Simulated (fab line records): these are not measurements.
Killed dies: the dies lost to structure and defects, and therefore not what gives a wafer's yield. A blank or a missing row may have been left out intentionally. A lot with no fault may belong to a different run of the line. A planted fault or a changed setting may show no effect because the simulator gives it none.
Which tool did it? | flow nand-harc | 33 wafers from 11 lots sampled at 5 of the route's 1159 steps

WHAT EACH GAUGE READ, for each wafer
NHARC_A_ONON_D1_THK_MEAS_02: measures by ellipsometry. Usual: thk-nm at 997 nm, with a standard deviation of 9.4.
lot  | measured     | on            | thk-nm (nm)                   | flag
L408 | day 8 00:34  | film-metro-02 | 992 992 991                   |
L407 | day 8 00:35  | film-metro-01 | 983 984 984                   |
L409 | day 8 09:53  | film-metro-02 | 993 993 992                   |
L411 | day 8 09:50  | film-metro-01 | 984 984 985                   |
L412 | day 8 14:50  | film-metro-02 | 1005 1002 1004                |
L418 | day 10 20:14 | film-metro-01 | 1055 1055 1056 1055 1056 1055 | OFF
L422 | day 11 07:17 | film-metro-02 | 1060 1060 1059 1059 1060 1059 | OFF
L424 | day 11 14:06 | film-metro-02 | 987 985 986                   |
L425 | day 12 08:30 | film-metro-01 | 1000 1001 1002                |
L429 | day 12 19:54 | film-metro-01 | 1004 1003 1003                |
L430 | day 13 04:39 | film-metro-02 | 993 993 994                   |

WHICH TOOL RAN EACH LOT (tool, then ch and the chambers of the sampled wafers, then the start)
lot  | NHARC_P_BONDPAD_ETCH_12                       | NHARC_A_ZERO_WELL_DESCUM_12        | NHARC_A_ZERO_WELL_ETCH_13       | NHARC_A_ONON_D1_DEP_00
L408 | rie-diel-13 ch 0,3, day 7 01:01 or earlier    | rie-diel-06 ch 0,1,2, day 7 01:01  | rie-si-04 ch 0,1, day 7 01:13   | pecvd-onon-03 ch 0, day 8 00:02
L407 | rie-diel-13 ch 0,1, day 7 03:11 or earlier    | rie-diel-06 ch 0,1,2, day 7 03:11  | rie-si-03 ch 0,2, day 7 03:23   | pecvd-onon-02 ch 0, day 8 00:07
L409 | rie-diel-13 ch 1,2,3, day 7 10:40 or earlier  | rie-diel-03 ch 0,1,2, day 7 10:40  | rie-si-03 ch 0,2,3, day 7 10:52 | pecvd-onon-04 ch 0, day 8 09:25
L411 | rie-diel-05 ch 1,3, day 7 14:32 or earlier    | rie-diel-04 ch 1,3, day 7 14:32    | rie-si-04 ch 0,2, day 7 14:44   | pecvd-onon-02 ch 0, day 8 09:20
L412 | rie-diel-13 ch 2,3, day 7 19:21 or earlier    | rie-diel-06 ch 1,2,3, day 7 19:21  | rie-si-04 ch 0,2,3, day 7 19:34 | pecvd-onon-03 ch 0, day 8 14:31
L418 | rie-diel-13 ch 1,2, day 9 21:40 or earlier    | rie-diel-06 ch 1,3, day 9 21:40    | rie-si-04 ch 0,1,3, day 9 21:53 | pecvd-onon-02 ch 0, day 10 19:42
L422 | rie-diel-13 ch 0,2, day 10 08:16 or earlier   | rie-diel-06 ch 0,2,3, day 10 08:16 | rie-si-04 ch 0,2, day 10 08:28  | pecvd-onon-02 ch 0, day 11 06:52
L424 | rie-diel-13 ch 2,3, day 10 16:36 or earlier   | rie-diel-04 ch 0,1,3, day 10 16:36 | rie-si-04 ch 0,2, day 10 16:50  | pecvd-onon-04 ch 0, day 11 13:35
L425 | rie-diel-13 ch 2,3, day 11 11:40 or earlier   | rie-diel-04 ch 2,3, day 11 11:40   | rie-si-03 ch 1,2, day 11 11:52  | pecvd-onon-03 ch 0, day 12 07:59
L429 | rie-diel-13 ch 1,3, day 11 21:16 or earlier   | rie-diel-03 ch 0,2,3, day 11 21:16 | rie-si-04 ch 1,3, day 11 21:31  | pecvd-onon-03 ch 0, day 12 19:23
L430 | rie-diel-13 ch 0,1,3, day 12 03:41 or earlier | rie-diel-03 ch 0,3, day 12 03:41   | rie-si-03 ch 1,2, day 12 03:54  | pecvd-onon-03 ch 0, day 13 04:08
- NHARC_P_BONDPAD_ETCH_12: etches the open film in CHF3/O2, target depth 200 nm, time 100 s.
- NHARC_A_ZERO_WELL_DESCUM_12: chemistry O2, time 3 s.
- NHARC_A_ZERO_WELL_ETCH_13: etches the open film in HBr/Cl2, target depth 120 nm, time 40.1 s.
- NHARC_A_ONON_D1_DEP_00: target thk 1000 nm.

AS READ BY THE TOOLS THEMSELVES (means over the sampled wafers that have a number; for cases with no such wafer, the mark the record gives instead)
NHARC_P_BONDPAD_ETCH_12. Usual: drypump-motor-current-A 6.1 A, standard deviation 0.34; oes-product-au 0.942 a.u., standard deviation 0.02; rf-vpp-V 369.7 V, standard deviation 2.8; showerhead-plenum-p-Torr 2.36 Torr, standard deviation 0.13; throttle-valve-pct 20.572 %, standard deviation 0.0096.
lot  | tool        | drypump-motor-current-A (A) | oes-product-au (a.u.) | rf-vpp-V (V) | showerhead-plenum-p-Torr (Torr) | throttle-valve-pct (%) | flag
L408 | rie-diel-13 | 6.0                         | 0.972                 | 368.9        | 2.28                            | 20.573                 |
L407 | rie-diel-13 | 6.2                         | 0.924                 | 371.4        | 2.46                            | 20.578                 |
L409 | rie-diel-13 | 6.2                         | 0.933                 | 371.0        | 2.39                            | 20.580                 |
L411 | rie-diel-05 | 5.2                         | 0.931                 | 369.6        | 2.34                            | 20.575                 |
L412 | rie-diel-13 | 6.3                         | 0.932                 | 367.8        | 2.29                            | 20.578                 |
L418 | rie-diel-13 | 6.4                         | 0.923                 | 370.1        | 2.36                            | 20.576                 |
L422 | rie-diel-13 | 6.3                         | 0.933                 | 367.6        | 2.25                            | 20.572                 |
L424 | rie-diel-13 | 6.3                         | 0.974                 | 369.9        | 2.29                            | 20.577                 |
L425 | rie-diel-13 | 6.1                         | 0.930                 | 369.9        | 2.32                            | 20.578                 |
L429 | rie-diel-13 | 6.0                         | 0.924                 | 370.6        | 2.42                            | 20.569                 |
L430 | rie-diel-13 | 6.0                         | 0.974                 | 369.1        | 2.38                            | 20.569                 |

NHARC_A_ZERO_WELL_DESCUM_12. Usual: drypump-motor-current-A 5.76 A, standard deviation 0.27; oes-product-au 0.999 a.u., standard deviation 0.013; rf-vpp-V 57.9 V, standard deviation 0.86; showerhead-plenum-p-Torr 1.94 Torr, standard deviation 0.076; throttle-valve-pct 11.311 %, standard deviation 0.0091.
lot  | tool        | drypump-motor-current-A (A) | oes-product-au (a.u.) | rf-vpp-V (V) | showerhead-plenum-p-Torr (Torr) | throttle-valve-pct (%) | flag
L408 | rie-diel-06 | 5.91                        | 0.996                 | 58.4         | 1.97                            | 11.313                 |
L407 | rie-diel-06 | 5.89                        | 0.995                 | 58.2         | 1.97                            | 11.310                 |
L409 | rie-diel-03 | 5.49                        | 0.994                 | 57.5         | 1.95                            | 11.308                 |
L411 | rie-diel-04 | 5.88                        | 0.999                 | 57.6         | 1.94                            | 11.312                 |
L412 | rie-diel-06 | 5.79                        | 1.004                 | 57.9         | 1.92                            | 11.307                 |
L418 | rie-diel-06 | 5.89                        | 0.996                 | 57.6         | 1.86                            | 11.314                 |
L422 | rie-diel-06 | 5.80                        | 1.002                 | 58.5         | 1.98                            | 11.304                 |
L424 | rie-diel-04 | 5.82                        | 0.993                 | 58.1         | 1.94                            | 11.313                 |
L425 | rie-diel-04 | 6.01                        | 0.996                 | 57.4         | 1.90                            | 11.319                 |
L429 | rie-diel-03 | 5.67                        | 0.996                 | 58.4         | 1.95                            | 11.307                 |
L430 | rie-diel-03 | 5.68                        | 1.002                 | 58.6         | 1.92                            | 11.311                 |

NHARC_A_ZERO_WELL_ETCH_13. Usual: drypump-motor-current-A 6.0 A, standard deviation 0.4; oes-product-au 0.993 a.u., standard deviation 0.011; throttle-valve-pct 26.406 %, standard deviation 0.0087.
lot  | tool      | drypump-motor-current-A (A) | oes-product-au (a.u.) | throttle-valve-pct (%) | flag
L408 | rie-si-04 | 5.8                         | 0.988                 | 26.412                 |
L407 | rie-si-03 | 6.1                         | 0.984                 | 26.397                 |
L409 | rie-si-03 | 5.8                         | 0.990                 | 26.405                 |
L411 | rie-si-04 | 6.0                         | 0.992                 | 26.410                 |
L412 | rie-si-04 | 5.9                         | 0.987                 | 26.407                 |
L418 | rie-si-04 | 5.9                         | 0.990                 | 26.408                 |
L422 | rie-si-04 | 6.0                         | 0.986                 | 26.404                 |
L424 | rie-si-04 | 6.0                         | 0.981                 | 26.412                 |
L425 | rie-si-03 | 6.1                         | 1.004                 | 26.404                 |
L429 | rie-si-04 | 6.1                         | 0.992                 | 26.405                 |
L430 | rie-si-03 | 6.0                         | 1.003                 | 26.403                 |

THE ANSWER, worked out from the rows above alone
Rule: a lot counts as off when the mean over its wafers that have a number is more than 3 standard deviations away from the usual mean. Also off: a lot with no number at a reading for which 4 or more lots have one. The other lots that the step has rows for count as sound. Order of review: gauges by route order, followed by the tools' own readings, for which a lot's mean as printed above is used. At the first step where some lot is off, the reading lying furthest off is the one used; lots without a number count as furthest.
Off: L418, L422 (NHARC_A_ONON_D1_THK_MEAS_02, thk-nm).
A tool fits if, at a process step before that reading, it ran every lot that is off, and no sound lot after the first of them. Gauges at NHARC_A_ONON_D1_THK_MEAS_02: tried the same way as those tools. NHARC_P_BONDPAD_ETCH_12 gives no start for some lots, so the hours and the order of its lots are those of NHARC_A_ZERO_WELL_DESCUM_12. Can't be told from this: 2 tools fit, rie-diel-06 at NHARC_A_ZERO_WELL_DESCUM_12, pecvd-onon-02 at NHARC_A_ONON_D1_DEP_00.

WHAT THE SIMULATOR HAD INSERTED
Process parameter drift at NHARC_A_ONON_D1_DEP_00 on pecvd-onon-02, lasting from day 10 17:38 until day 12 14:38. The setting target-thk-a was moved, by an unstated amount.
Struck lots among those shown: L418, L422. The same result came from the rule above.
